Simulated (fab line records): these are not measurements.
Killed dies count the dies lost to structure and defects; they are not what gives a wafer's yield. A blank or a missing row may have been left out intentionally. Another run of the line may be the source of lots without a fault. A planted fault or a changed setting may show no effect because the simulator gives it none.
Comparing a struck lot with a sound one | flow n5 finfet | 33 out of 1938 route steps
Sound: these wafers, L731.1, L731.4, L731.5. Wafers L744.3, L744.4, L744.6 were the ones struck. Last of all comes the cause.
Each step with rows lists, per side, the tool, then ch with its chambers, then its first start. Under that, the readings that differ: sound wafers | struck wafers | difference of the means | sigmas: that difference in standard deviations of wafers without a fault.
alike: readings with means less than 2 such deviations apart, plus words and numbers identical on both sides. not compared: withheld readings, readings lacking a value on some wafer, bounds such as >300 that could conceal the same value, and numbers that have no deviation in the record and whose values overlap.
Wherever a step has rows on one side only, a row that says differs or no value, or a row with sigmas, the two part there. Non-overlapping numbers with no deviation appear without sigmas and do not part them. A reading that every wafer of one side lacks parts them only if that side has two wafers or more.

first, 1 step without rows for these wafers: N5_GATE_CUT_SRD_32 (time 30 s).
N5_GATE_CUT_SAC_CAP_01: material SiNx, target thk 24 nm, pulse time 1 s, ald cycles 480.
  sound on ald sin-04 ch 0,2,3, day 5 19:28; struck on ald sin-01 ch 0,1, day 9 03:42
  alike: chamber pressure Torr, heater power w, precursor pulse height rel
N5_GATE_CUT_PECVD_57: deposits SiNx from SiH4/NH3/N2, target thk 21 nm.
  sound on pecvd-03 ch 0,1,2, day 5 21:40; struck on pecvd-02 ch 0,1, day 9 05:53
  alike: chamber pressure Torr, heater power w, showerhead plenum p Torr, throttle valve pct
then, 8 steps without rows for these wafers: N5_GATE_CUT_CMP_02 (polishes, stops on SiO2, t overpolish 12.7 s, target thk 0 nm); N5_GATE_CUT_HM_DEP_46 (deposits SiO2 from TEOS/O2, target thk 130 nm, time 26.6 s); N5_GATE_CUT_COAT_34 (time 60 s, resist thk 60 nm); N5_GATE_CUT_COAT_35 (time 60 s, resist thk 10 nm); N5_GATE_CUT_COAT_27 (time 60 s, resist thk 10 nm); N5_GATE_CUT_COAT_07 (resist thk 30 nm); N5_GATE_CUT_EBR_09; N5_GATE_CUT_SOFTBAKE_08 (time 60 s).
N5_GATE_CUT_EXPOSE_10: exposes mask GATE CUT, target cd 20 nm.
  sound on euv scanner-02 ch 0, day 5 22:37; struck on euv scanner-01 ch 0, day 9 11:16
  reading              | sound             | struck            | difference | sigmas
  exposure dose mJ cm2 | 43.19 43.23 43.27 | 40.71 40.71 40.72 | -2.52      | -38
  alike: mask, reticle temp C
then, 2 steps without rows for these wafers: N5_GATE_CUT_PEB_11 (peb time 60 s); N5_GATE_CUT_DEVELOP_12 (develop time 30 s).
N5_GATE_CUT_CD_MEAS_13: target cd 20 nm.
  sound on cd sem-02 ch 0, day 5 22:45; struck on cd sem-02 ch 0, day 9 11:23
  reading    | sound             | struck            | difference | sigmas
  cd nm (nm) | 19.93 20.48 20.18 | 18.57 18.79 18.85 | -1.46      | -5
N5_GATE_CUT_OVL_MEAS_14:
  sound on overlay-01 ch 0, day 5 22:47; struck on overlay-02 ch 0, day 9 11:26
  alike: GATE_CUT_OVL
N5_GATE_CUT_INSPECT_15: inspects for defects (brightfield).
  sound on defect inspect-02, day 5 22:50; struck on defect inspect-01, day 9 11:29
  alike: raw defect count
N5_GATE_CUT_DESCUM_18: chemistry O2, time 7 s.
  sound on rie diel-06 ch 0,2,3, day 5 22:53; struck on rie diel-05 ch 0,1, day 9 11:31
  reading                   | sound          | struck         | difference | sigmas
  model.GATE_CUT.cd nm (nm) | 20.2 20.4 20.2 | 18.8 18.8 18.8 | -1.5       |
  alike: drypump motor current A, oes product au, rf vpp V, showerhead plenum p Torr, throttle valve pct
  not compared: rf hours counter h
N5_GATE_CUT_ETCH_28: etches underlayer in N2/H2, target depth 13 nm, time 10.4 s.
  sound on rie diel-06 ch 0,2,3, day 5 22:55; struck on rie diel-05 ch 0,1, day 9 11:34
  alike: drypump motor current A, etch rf on time s, oes product au, rf vpp V, showerhead plenum p Torr, throttle valve pct
  not compared: rf hours counter h
N5_GATE_CUT_ETCH_36: etches SiARC in CF4, target depth 13 nm, time 21.7 s.
  sound on rie diel-06 ch 0,2,3, day 5 22:56; struck on rie diel-05 ch 0,1, day 9 11:35
  alike: drypump motor current A, etch rf on time s, oes product au, rf vpp V, showerhead plenum p Torr, throttle valve pct
  not compared: rf hours counter h
then, 6 steps without rows for these wafers: N5_GATE_CUT_ETCH_37 (etches SOC in N2/H2, target depth 60 nm, overetch 12 nm, time 90 s); N5_GATE_CUT_STRIP_38 (strips in N2/H2); N5_GATE_CUT_STRIP_39 (strips in N2/H2); N5_GATE_CUT_HM_OPEN_40 (chemistry C4F6/O2, target SiO2, target depth 139 nm, time 85.1 s); N5_GATE_CUT_STRIP_41 (strips in CF4); N5_GATE_CUT_STRIP_42 (strips in O2).
N5_GATE_CUT_ETCH_19: etches SiNx in CH3F/O2, target depth 53.7 nm, time 76.7 s.
  sound on rie diel-06 ch 0,2,3, day 5 23:10; struck on rie diel-05 ch 0,1, day 9 11:49
  alike: drypump motor current A, etch rf on time s, oes_ar_750_au, oes product au, rf vpp V, showerhead plenum p Torr, throttle valve pct
  not compared: rf hours counter h
then, 3 steps without rows for these wafers: N5_GATE_CUT_CUT_ETCH_53 (etches W in SF6/Cl2, target depth 79.2 nm); N5_GATE_CUT_CUT_ETCH_54 (etches TiN in Cl2/BCl3, target depth 96.7 nm); N5_GATE_CUT_CUT_ETCH_55 (etches HfO2 in BCl3, target depth 3.2 nm).
N5_GATE_CUT_ETCH_47: etches SiO2 in Cl2/BCl3, target depth 10 nm.
  sound on rie metal-03 ch 1, day 5 23:34; struck on rie metal-02 ch 0,1, day 9 12:04
  reading                   | sound        | struck         | difference | sigmas
  model.GATE_CUT.cd nm (nm) | 19.6 19.8 20 | 18.8 18.8 18.8 | -1.0       |
  alike: drypump motor current A, oes_ar_750_au, oes product au, throttle valve pct
  not compared: rf hours counter h
then, 1 step without rows for these wafers: N5_GATE_CUT_VAPOR_ETCH_48 (etches TiN in BCl3/Cl2).
-- the record jumps here: 5 days lie between the struck wafers' starts before and after (it left off in module GATE_CUT and takes up again in module BEOL_M4, whose first step shown is number 1111 of the route) --
N5_BEOL_M4_RC_MEAS_101:
  sound on prober-02 ch 0, day 9 23:12; struck on prober-01 ch 0, day 14 00:52
  alike: DIBL_N, DIBL_P, IOFF_N, IOFF_P, ION_N, ION_P, SS_N, SS_P, VT_N, VT_P

== WHERE THEY PART ==
Earliest at N5_GATE_CUT_EXPOSE_10; latest, in this record, at N5_GATE_CUT_CD_MEAS_13. Later steps at which nothing parts them and some readings are alike: N5_GATE_CUT_OVL_MEAS_14, N5_GATE_CUT_INSPECT_15, N5_GATE_CUT_DESCUM_18, N5_GATE_CUT_ETCH_28, N5_GATE_CUT_ETCH_36, N5_GATE_CUT_ETCH_19, N5_GATE_CUT_ETCH_47, N5_BEOL_M4_RC_MEAS_101.

WHY: what the simulator had put in
Process parameter drift: euv scanner-01, from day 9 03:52 on, at N5_GATE_CUT_EXPOSE_10. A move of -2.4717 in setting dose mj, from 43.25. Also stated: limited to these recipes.
